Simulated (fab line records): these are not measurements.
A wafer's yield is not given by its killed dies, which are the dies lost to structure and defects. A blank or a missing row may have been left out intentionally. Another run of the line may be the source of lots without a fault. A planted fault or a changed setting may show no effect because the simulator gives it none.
fab line records	flow nand_harc
record: lots: 6	wafers: 18	last_day: 30
route steps=1302 shown A_CHANNEL_HOLE_D2@607 A_CHANNEL_FILL_D2@610 A_STAIRCASE@639 END@1302
lots untouched by any fault: they come from a run of this same line in which no faults occurred
start_h: the number of hours between the record's first day and the start of the first shown wafer of the lot	wait_h: hours since the lot's step before	" as in the row above	L1.1+2: a row that stands for several wafers	- no value, or no start given	* or withheld: withheld	< > ~ a bound
route shown NAME@n: names a module that has steps shown in the file, with the first one's number in the route	usual: the fault-free wafers' mean and standard deviation	same: alike in all rows	chamber/n: place in a boat	sites: the reading at each site	_std_site: the standard deviation of these	_edge_site: the outer-site mean with the inner-site mean subtracted	radius_mm: how far each site lies from the wafer's centre	mask NAME#n: copy n	behind: the last tool/chamber to shape the wafer	hold: cause of the lot's hold/its duration in hours/its outcome	device: the n, p or np transistor that did not switch	end of line: at the end of the route, the tests of the same wafers	a step with no rows: only its recipe	killed: dies that structure and defects cost at the first sort, which is not the same as the wafer's yield	map: a wafer's dies, marking killed ones x, the rest . and places with no die _
set.NAME: the run value of the setting; set.NAME@STEP: its run value at that earlier step	model.NAME: the simulator's own value behind a step, which no gauge read
lots at some steps of the route; a table a step, a row a wafer
services: from which hour (start_h, from the record's first day; less than 0 if before it) a tool's chamber was out of use, for how many hours, and why
== steps ==
step: NHARC_A_CHANNEL_HOLE_D2_CD_MEAS_31
usual: cd_nm: 90.1/1.5
lot.wafer	tool	chamber	start_h	wait_h	cd_nm
L685.2	cd_sem-01	-	304.19	-	91.3
L685.4	"	-	"	"	87.2
L685.5	"	-	"	"	90.3
L691.1	cd_sem-03	-	393.33	-	87.3
L691.2	"	-	"	"	90.9
L691.4	"	-	"	"	89.0
L692.1	cd_sem-01	-	397.49	-	88.8
L692.5	"	-	"	"	90.1
L692.6	"	-	"	"	89.7
L694.3	cd_sem-03	-	409.26	-	88.6
L694.4	"	-	"	"	89.0
L694.5	"	-	"	"	87.0
L696.2	cd_sem-01	-	441.22	-	89.6
L696.3	"	-	"	"	87.8
L696.5	"	-	"	"	90.2
L698.1	cd_sem-02	-	450.79	-	89.8
L698.2	"	-	"	"	89.6
L698.4	"	-	"	"	90.9
step: NHARC_A_CHANNEL_HOLE_D2_XSEM_32
recipe: landing_energy_ev: 35000
usual: bot_cd_nm: 74.6/1.6	bow_nm: 8.56/0.24	tilt_deg: 0.07/0.043
same: landing_energy_ev: 35000
lot.wafer	tool	chamber	start_h	wait_h	bot_cd_nm	bow_nm	tilt_deg
L685.2	xsem-01	0	304.27	0.1	75.7	8.52	0.09
L685.4	"	0	"	"	71.9	8.53	0.09
L685.5	"	0	"	"	73.7	8.57	0.09
L691.1	xsem-02	0	393.42	0.1	72.4	8.31	0.10
L691.2	"	0	"	"	75.9	8.34	0.10
L691.4	"	0	"	"	73.1	8.25	0.10
L692.1	xsem-01	0	397.58	0.1	72.6	8.38	0.18
L692.5	"	0	"	"	73.3	8.40	0.18
L692.6	"	0	"	"	73.6	8.32	0.18
L694.3	xsem-02	0	409.35	0.1	73.0	8.51	0.10
L694.4	"	0	"	"	73.3	8.47	0.10
L694.5	"	0	"	"	72.0	8.55	0.10
L696.2	xsem-02	0	441.31	0.1	73.1	9.07	0.04
L696.3	"	0	"	"	72.0	9.07	0.04
L696.5	"	0	"	"	74.7	9.09	0.04
L698.1	xsem-01	0	450.88	0.1	74.1	8.63	0.12
L698.2	"	0	"	"	73.6	8.62	0.12
L698.4	"	0	"	"	75.0	8.72	0.12
step: NHARC_A_CHANNEL_HOLE_D2_INSPECT_40
usual: raw_defect_count: 319/99
lot.wafer	tool	chamber	start_h	wait_h	raw_defect_count
L685.2	defect_inspect-02	-	304.37	-	307
L685.4	"	-	"	"	224
L685.5	"	-	"	"	296
L691.1	defect_inspect-02	-	393.52	-	245
L691.2	"	-	"	"	142
L691.4	"	-	"	"	205
L692.1	defect_inspect-02	-	397.68	-	262
L692.5	"	-	"	"	232
L692.6	"	-	"	"	332
L694.3	defect_inspect-02	-	409.44	-	307
L694.4	"	-	"	"	182
L694.5	"	-	"	"	303
L696.2	defect_inspect-01	-	441.41	-	237
L696.3	"	-	"	"	361
L696.5	"	-	"	"	304
L698.1	defect_inspect-02	-	450.97	-	300
L698.2	"	-	"	"	268
L698.4	"	-	"	"	358
step: NHARC_A_CHANNEL_FILL_D2_PRECLEAN_00
recipe: time_s: *	temp_c: 50	bath_age_min: 0	chemistry: SC1
step: NHARC_A_CHANNEL_FILL_D2_SRD_01
step: NHARC_A_CHANNEL_FILL_D2_ALD_02
recipe: target_thk_a: 60	pulse_time_s: 10	ald_cycles: 60	temp_c: 300	material: SiO2
step: NHARC_A_CHANNEL_FILL_D2_ALD_03
recipe: target_thk_a: 60	pulse_time_s: 60	ald_cycles: 58	temp_c: 630	pressure_torr: 2	material: SiNx
usual: precursor_pulse_height_rel: 0.998/0.02
same: ald_cycles: 58
lot.wafer	tool	chamber	start_h	wait_h	precursor_pulse_height_rel
L685.2	ald_sin_batch-03	0	-	-	0.999
L685.4	"	0	"	"	0.969
L685.5	"	0	"	"	0.988
L691.1	ald_sin_batch-01	0	-	-	1.020
L691.2	"	0	"	"	0.990
L691.4	"	0	"	"	0.996
L692.1	ald_sin_batch-01	0	-	-	1.010
L692.5	"	0	"	"	1.002
L692.6	"	0	"	"	1.030
L694.3	ald_sin_batch-02	0	-	-	0.984
L694.4	"	0	"	"	1.007
L694.5	"	0	"	"	0.994
L696.2	ald_sin_batch-02	0	-	-	0.984
L696.3	"	0	"	"	0.983
L696.5	"	0	"	"	0.985
L698.1	ald_sin_batch-03	0	-	-	0.979
L698.2	"	0	"	"	0.987
L698.4	"	0	"	"	1.005
step: NHARC_A_CHANNEL_FILL_D2_ALD_14
recipe: target_thk_a: 25	pulse_time_s: 10	ald_cycles: 25	temp_c: 300	material: SiO2
step: NHARC_A_CHANNEL_FILL_D2_ALD_15
recipe: target_thk_a: 20	pulse_time_s: 60	ald_cycles: 19	temp_c: 630	pressure_torr: 2	material: SiNx
step: NHARC_A_CHANNEL_FILL_D2_ALD_16
recipe: target_thk_a: 15	pulse_time_s: 10	ald_cycles: 15	temp_c: 300	material: SiO2
usual: heater_power_w: 491/47	precursor_pulse_height_rel: 0.999/0.02
same: ald_cycles: 15
lot.wafer	tool	chamber	start_h	wait_h	heater_power_w	precursor_pulse_height_rel
L685.4	ald_hk-03	0	316.75	0.1	526	0.986
L685.2	"	1	"	"	485	0.991
L685.5	"	0	"	"	529	0.994
L691.1	ald_hk-03	3	406.24	0.4	576	0.988
L691.4	"	0	"	"	504	1.040
L691.2	"	1	"	"	450	1.008
L692.1	ald_hk-02	1	410.53	0.1	434	1.000
L692.5	"	3	"	"	423	1.018
L692.6	"	0	"	"	513	1.020
L694.4	ald_hk-04	1	421.19	0.3	469	0.961
L694.3	"	2	"	"	527	1.005
L694.5	"	1	"	"	468	0.996
L696.3	ald_hk-03	3	453.91	0.0	582	1.023
L696.2	"	1	"	"	466	1.000
L696.5	"	3	"	"	573	0.998
L698.1	ald_hk-02	1	461.36	0.2	429	0.981
L698.2	"	2	"	"	425	1.005
L698.4	"	0	"	"	527	0.976
step: NHARC_A_CHANNEL_FILL_D2_ANNEAL_17
recipe: temp_c: 850	time_s: 1800
step: NHARC_A_CHANNEL_FILL_D2_CVD_18
recipe: target_thk_a: 30	temp_c: 550	material: poly-Si
step: NHARC_A_CHANNEL_FILL_D2_ETCHBACK_19
recipe: target_depth_a: 50	time_s: 1.7	hbr_flow_sccm: 150	cl2_flow_sccm: 50	rf_w: 400	icp_w: 400	bias_w: 100	chemistry: HBr/Cl2
usual: chamber_pressure_mTorr: 15.000/0.014	drypump_motor_current_A: 5.8/0.45	oes_product_au: 1.002/0.012	throttle_valve_pct: 26.407/0.0095
lot.wafer	tool	chamber	start_h	wait_h	chamber_pressure_mTorr	drypump_motor_current_A	oes_product_au	rf_hours_counter_h	throttle_valve_pct
L685.4	rie_si-01	3	328.70	0.4	15.020	6.1	1.006	0.97	26.426
L685.2	"	1	"	"	15.010	5.9	0.973	0.85	26.399
L685.5	"	0	"	"	15.022	5.6	1.007	-	26.401
L691.1	rie_si-01	3	418.12	0.4	15.027	6.1	1.004	0.19	26.415
L691.4	"	0	"	"	15.022	5.6	0.990	0.23	26.409
L691.2	"	1	"	"	14.993	5.9	1.006	0.26	26.408
L692.1	rie_si-03	0	422.44	0.4	14.989	5.6	0.990	0.05	26.394
L692.5	"	2	"	"	15.009	5.6	1.015	-	26.411
L692.6	"	3	"	"	15.008	5.7	0.979	-	26.400
L694.4	rie_si-01	0	433.06	0.4	15.002	5.6	0.989	0.31	26.408
L694.3	"	3	"	"	15.009	6.1	1.009	0.31	26.416
L694.5	"	1	"	"	14.977	5.9	1.017	-	26.400
L696.2	rie_si-01	2	465.91	0.4	14.997	6.2	1.007	0.46	26.403
L696.3	"	3	"	"	15.000	6.1	1.004	0.43	26.408
L696.5	"	0	"	"	14.997	5.6	0.988	-	26.416
L698.1	rie_si-01	2	473.55	0.4	14.991	6.2	1.005	0.49	26.393
L698.2	"	3	"	"	15.015	6.1	1.005	0.49	26.404
L698.4	"	0	"	"	14.987	5.6	1.003	0.52	26.415
step: NHARC_A_CHANNEL_FILL_D2_ETCHBACK_20
recipe: target_depth_a: 270	time_s: 13.5	c4f8_flow_sccm: withheld	o2_flow_sccm: 8	ar_flow_sccm: withheld	rf_w: 600	bias_w: 1500	chemistry: C4F8/O2/Ar
step: NHARC_A_CHANNEL_FILL_D2_STRIP_28
recipe: time_s: 20	o2_flow_sccm: 500	ar_flow_sccm: 0	bias_w: 0	chemistry: O2
step: NHARC_A_CHANNEL_FILL_D2_PRECLEAN_21
recipe: time_s: 30	chemistry: dHF
step: NHARC_A_CHANNEL_FILL_D2_SRD_23
step: NHARC_A_CHANNEL_FILL_D2_CVD_05
recipe: target_thk_a: 50	temp_c: 550	material: poly-Si
step: NHARC_A_CHANNEL_FILL_D2_ANNEAL_22
recipe: temp_c: 620	time_s: 7200
step: NHARC_A_CHANNEL_FILL_D2_ALD_25
recipe: target_thk_a: 600	pulse_time_s: 10	ald_cycles: 600	temp_c: 300	material: SiOx
usual: heater_power_w: 491/47	precursor_pulse_height_rel: 1.001/0.019
same: ald_cycles: 600
lot.wafer	tool	chamber	start_h	wait_h	heater_power_w	precursor_pulse_height_rel
L685.4	ald_hk-02	2	342.02	1.3	427	1.000
L685.2	"	3	"	"	478	0.985
L685.5	"	1	343.85	3.1	442	0.963
L691.2	ald_hk-02	3	430.28	0.1	433	0.997
L691.4	"	1	431.52	1.3	430	1.032
L691.1	"	2	"	"	425	1.006
L692.1	ald_hk-03	1	434.68	0.1	476	0.996
L692.5	"	1	437.14	2.5	458	1.029
L692.6	"	2	"	"	454	1.015
L694.4	ald_hk-02	3	446.32	1.2	446	0.981
L694.3	"	0	"	"	528	0.979
L694.5	"	1	"	"	429	0.990
L696.2	ald_hk-03	3	477.84	0.1	582	1.031
L696.3	"	0	"	"	522	1.036
L696.5	"	0	480.90	3.1	512	1.010
L698.1	ald_hk-02	0	486.97	0.1	535	0.995
L698.4	"	2	488.22	1.3	413	0.979
L698.2	"	3	"	"	442	1.023
step: NHARC_A_CHANNEL_FILL_D2_ETCHBACK_08
recipe: target_depth_a: 2200	time_s: 110	c4f8_flow_sccm: 20	ar_flow_sccm: withheld	rf_w: 600	bias_w: 300	chemistry: C4F8
step: NHARC_A_CHANNEL_FILL_D2_STRIP_29
recipe: time_s: 20	o2_flow_sccm: 500	ar_flow_sccm: 0	bias_w: 0	chemistry: O2
usual: chamber_pressure_mTorr: 59.99/0.083	drypump_motor_current_A: 5.6/0.48	o2_flow_sccm: 499.7/1.4	oes_product_au: 0.999/0.0091	rf_vpp_V: 57.7/0.86	showerhead_plenum_p_Torr: 3.46/0.13	throttle_valve_pct: 17.036/0.0093
lot.wafer	tool	chamber	start_h	wait_h	chamber_pressure_mTorr	drypump_motor_current_A	o2_flow_sccm	oes_product_au	rf_hours_counter_h	rf_vpp_V	showerhead_plenum_p_Torr	throttle_valve_pct
L685.4	rie_diel-09	3	-	-	59.95	5.8	498.7	1.007	0	58.6	3.39	17.036
L685.2	"	1	"	"	59.93	5.6	498.6	1.000	0	57.6	3.34	17.043
L685.5	"	3	"	"	60.02	5.8	499.3	1.008	-	58.5	3.39	17.025
L691.1	rie_diel-09	0	-	-	59.94	6.3	500.8	0.985	4	59.4	3.73	17.017
L691.2	"	1	"	"	60.01	5.6	499.0	0.991	4	56.4	3.33	17.028
L691.4	"	2	"	"	60.00	4.9	501.0	1.000	3	58.0	3.36	17.054
L692.1	rie_diel-10	3	440.40	0.1	60.02	6.6	498.8	1.015	2	57.3	3.49	17.036
L692.5	"	0	"	"	59.98	5.3	498.9	0.979	-	57.4	3.56	17.040
L692.6	"	2	"	"	59.93	5.8	499.4	0.988	-	58.8	3.74	17.051
L694.4	rie_diel-09	1	-	-	60.00	5.6	497.7	0.991	4	58.1	3.33	17.044
L694.3	"	0	"	"	59.97	6.3	499.7	0.977	4	58.8	3.73	17.050
L694.5	"	1	"	"	60.05	5.6	497.8	0.996	-	57.5	3.33	17.039
L696.3	rie_diel-11	1	-	-	59.93	5.9	501.0	1.003	1	57.0	3.33	17.030
L696.2	"	3	"	"	59.95	5.1	496.5	0.992	1	58.0	3.44	17.045
L696.5	"	1	"	"	60.00	5.9	501.1	0.999	-	56.0	3.33	17.046
L698.1	rie_diel-10	3	-	-	59.92	6.6	497.4	1.001	16	57.9	3.48	17.031
L698.4	"	0	"	"	60.04	5.3	499.2	0.984	18	59.7	3.56	17.038
L698.2	"	1	"	"	59.98	6.5	500.6	0.997	14	57.9	3.60	17.032
step: NHARC_A_CHANNEL_FILL_D2_PRECLEAN_30
recipe: time_s: 30	chemistry: dHF
step: NHARC_A_CHANNEL_FILL_D2_SRD_31
step: NHARC_A_CHANNEL_FILL_D2_CVD_09
recipe: target_thk_a: 1500	temp_c: 620	pressure_mtorr: 200	time_s: 3000	material: poly-Si
step: NHARC_A_CHANNEL_FILL_D2_CMP_10
recipe: target_thk_nm: 150
step: NHARC_A_CHANNEL_FILL_D2_SRD_12
step: NHARC_A_CHANNEL_FILL_D2_RTA_24
recipe: temp_c: 1000	time_s: 5
step: NHARC_A_CHANNEL_FILL_D2_INSPECT_13
usual: raw_defect_count: 385/110
lot.wafer	tool	chamber	start_h	wait_h	raw_defect_count
L685.2	defect_inspect-02	-	352.88	0.1	381
L685.4	"	-	"	"	400
L685.5	"	-	"	"	327
L691.1	defect_inspect-01	-	442.14	0.2	449
L691.2	"	-	"	"	296
L691.4	"	-	"	"	386
L692.1	defect_inspect-02	-	446.61	0.2	344
L692.5	"	-	"	"	421
L692.6	"	-	"	"	461
L694.3	defect_inspect-01	-	457.17	0.1	390
L694.4	"	-	"	"	440
L694.5	"	-	"	"	407
L696.2	defect_inspect-01	-	489.79	0.1	415
L696.3	"	-	"	"	574
L696.5	"	-	"	"	346
L698.1	defect_inspect-01	-	498.94	0.2	294
L698.2	"	-	"	"	364
L698.4	"	-	"	"	426
step: NHARC_A_STAIRCASE_DEP_156
recipe: target_thk_a: 500	temp_c: 400	target_thk_nm: 50	flow_sccm: 200	rf_w: 450	material: SiNx
step: NHARC_A_STAIRCASE_DEHYDRATE_158
recipe: temp_c: 150	time_s: 120
step: NHARC_A_STAIRCASE_HMDS_159
recipe: time_s: 30
step: NHARC_A_STAIRCASE_COAT_160
recipe: spin_rpm: 1200
step: NHARC_A_STAIRCASE_SOFTBAKE_161
recipe: temp_c: 135	time_s: 170
step: NHARC_A_STAIRCASE_EBR_162
step: NHARC_A_STAIRCASE_EXPOSE_163
recipe: na: 0.5	dose_mj: 20.01	mask_id: STAIR_OPEN
step: NHARC_A_STAIRCASE_PEB_164
recipe: peb_temp_c: 115	peb_time_s: 130
step: NHARC_A_STAIRCASE_DEVELOP_165
recipe: time_s: 140
step: NHARC_END_SORT_01
recipe: temp_c: 25
usual: killed_at_array: 52/18	killed_at_other: 1.2/1.5	killed_at_periphery: 4/3.2	killed_dies: 57/17	killed_open: 3.1/1.9	killed_short: 2.5/1.7
same: gross_dies: 677
lot.wafer	tool	chamber	start_h	wait_h	killed_at_array	killed_at_other	killed_at_periphery	killed_dies	killed_open	killed_short
L696.5	prober-01	0	688.72	3.7	663	1	13	677	3	2
L698.4	prober-02	0	709.57	3.4	670	1	6	677	3	1
killed by level:class
L696.5 A_CHANNEL_FILL_D2:area_etchback=636 A_CHANNEL_HOLE_D1:chamber_film_flake=12 P_STI:chamber_film_flake=4 P_BONDPAD:chamber_film_flake=4 A_SLIT:chamber_film_flake=4 P_GATE:chamber_film_flake=3 A_CONTACT:chamber_film_flake=3 A_M0:geometric_particle:open=2
L698.4 A_CHANNEL_FILL_D2:area_etchback=631 A_CHANNEL_HOLE_D2:chamber_film_flake=20 A_CHANNEL_HOLE_D1:chamber_film_flake=8 A_SLIT:chamber_film_flake=5 P_STI:chamber_film_flake=2 P_GATE:geometric_particle:open=1 A_CHANNEL_HOLE_D2:geometric_particle:short=1 A_SGD_CUT:geometric_particle:open=1
map L696.5 (x killed, . not)
____________x____________
_________xxxxxxx_________
_______xxxxxxxxxxx_______
______xxxxxxxxxxxxx______
_____xxxxxxxxxxxxxxx_____
____xxxxxxxxxxxxxxxxx____
____xxxxxxxxxxxxxxxxx____
___xxxxxxxxxxxxxxxxxxx___
___xxxxxxxxxxxxxxxxxxx___
__xxxxxxxxxxxxxxxxxxxxx__
__xxxxxxxxxxxxxxxxxxxxx__
_xxxxxxxxxxxxxxxxxxxxxxx_
_xxxxxxxxxxxxxxxxxxxxxxx_
_xxxxxxxxxxxxxxxxxxxxxxx_
_xxxxxxxxxxxxxxxxxxxxxxx_
_xxxxxxxxxxxxxxxxxxxxxxx_
xxxxxxxxxxxxxxxxxxxxxxxxx
xxxxxxxxxxxxxxxxxxxxxxxxx
xxxxxxxxxxxxxxxxxxxxxxxxx
xxxxxxxxxxxxxxxxxxxxxxxxx
xxxxxxxxxxxxxxxxxxxxxxxxx
_xxxxxxxxxxxxxxxxxxxxxxx_
_xxxxxxxxxxxxxxxxxxxxxxx_
_xxxxxxxxxxxxxxxxxxxxxxx_
_xxxxxxxxxxxxxxxxxxxxxxx_
_xxxxxxxxxxxxxxxxxxxxxxx_
__xxxxxxxxxxxxxxxxxxxxx__
__xxxxxxxxxxxxxxxxxxxxx__
___xxxxxxxxxxxxxxxxxxx___
___xxxxxxxxxxxxxxxxxxx___
____xxxxxxxxxxxxxxxxx____
____xxxxxxxxxxxxxxxxx____
_____xxxxxxxxxxxxxxx_____
______xxxxxxxxxxxxx______
_______xxxxxxxxxxx_______
_________xxxxxxx_________
____________x____________
map L698.4 (x killed, . not)
____________x____________
_________xxxxxxx_________
_______xxxxxxxxxxx_______
______xxxxxxxxxxxxx______
_____xxxxxxxxxxxxxxx_____
____xxxxxxxxxxxxxxxxx____
____xxxxxxxxxxxxxxxxx____
___xxxxxxxxxxxxxxxxxxx___
___xxxxxxxxxxxxxxxxxxx___
__xxxxxxxxxxxxxxxxxxxxx__
__xxxxxxxxxxxxxxxxxxxxx__
_xxxxxxxxxxxxxxxxxxxxxxx_
_xxxxxxxxxxxxxxxxxxxxxxx_
_xxxxxxxxxxxxxxxxxxxxxxx_
_xxxxxxxxxxxxxxxxxxxxxxx_
_xxxxxxxxxxxxxxxxxxxxxxx_
xxxxxxxxxxxxxxxxxxxxxxxxx
xxxxxxxxxxxxxxxxxxxxxxxxx
xxxxxxxxxxxxxxxxxxxxxxxxx
xxxxxxxxxxxxxxxxxxxxxxxxx
xxxxxxxxxxxxxxxxxxxxxxxxx
_xxxxxxxxxxxxxxxxxxxxxxx_
_xxxxxxxxxxxxxxxxxxxxxxx_
_xxxxxxxxxxxxxxxxxxxxxxx_
_xxxxxxxxxxxxxxxxxxxxxxx_
_xxxxxxxxxxxxxxxxxxxxxxx_
__xxxxxxxxxxxxxxxxxxxxx__
__xxxxxxxxxxxxxxxxxxxxx__
___xxxxxxxxxxxxxxxxxxx___
___xxxxxxxxxxxxxxxxxxx___
____xxxxxxxxxxxxxxxxx____
____xxxxxxxxxxxxxxxxx____
_____xxxxxxxxxxxxxxx_____
______xxxxxxxxxxxxx______
_______xxxxxxxxxxx_______
_________xxxxxxx_________
____________x____________
== services ==
tool	chamber	start_h	hours	kind
xsem-01	-	294.57	0.4	repair
rie_si-01	-	295.21	0.6	repair
rie_diel-09	-	320.10	9.0	pm
rie_diel-10	3	320.90	4.5	repair
rie_diel-11	-	337.29	4.5	repair
ald_hk-02	-	348.00	10.0	pm
rie_diel-11	2	348.45	10.5	repair
rie_diel-09	2	352.63	8.0	repair
rie_diel-09	3	354.28	1.4	repair
rie_si-01	-	370.00	9.0	pm
xsem-01	-	374.00	14.0	pm
rie_diel-09	2	393.59	6.0	repair
rie_diel-10	0	395.85	1.4	repair
ald_hk-03	-	396.21	10.0	pm
rie_si-03	-	398.00	9.0	pm
rie_diel-10	-	419.50	9.0	pm
rie_diel-09	-	421.01	0.2	repair
xsem-01	-	431.15	0.1	repair
rie_si-03	-	431.54	2.2	repair
rie_diel-09	0	438.40	1.5	repair
rie_diel-10	1	438.41	4.6	repair
rie_diel-10	2	450.94	11.7	repair
rie_diel-10	1	471.98	14.2	repair
rie_diel-10	3	473.26	5.6	repair
== key ==
first_sign: step: NHARC_END_SORT_01	reading: killed_dies	direction: up	sigmas: 36	usual: 57	struck: 677
effect: step: NHARC_END_SORT_01	reading: killed_at_array	direction: up	sigmas: 35	usual: 52	struck: 666
more_kills_born_at: NHARC_A_CHANNEL_FILL_D2_ETCHBACK_19@rie_si-01: 1267
met_at NHARC_A_CHANNEL_FILL_D2_ETCHBACK_19
struck_wafers L696.5,L698.4
later_rows_left_out L696.5,L698.4
tester_left_out L696,L698
onset_between 433.06 465.91
fault: kind: process_parameter_drift	tool: rie_si-01	chamber: 0	onset_h: 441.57	steps: NHARC_A_CHANNEL_FILL_D2_ETCHBACK_19	channel: time_s	offset: *	shape: step	end_h: 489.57	acts_in: *	stated: *
tester_left_out: of these lots the tester's yield and bins aren't shown, on N5 and GAA mostly nor the transistor test; their killed dies are dies lost to structure and defects alone, not to doping, threshold or leakage, so they don't give the yield
later_rows_left_out: the simulator's readings of these wafers behind a module that went badly wrong aren't trusted and aren't shown, but for the sort
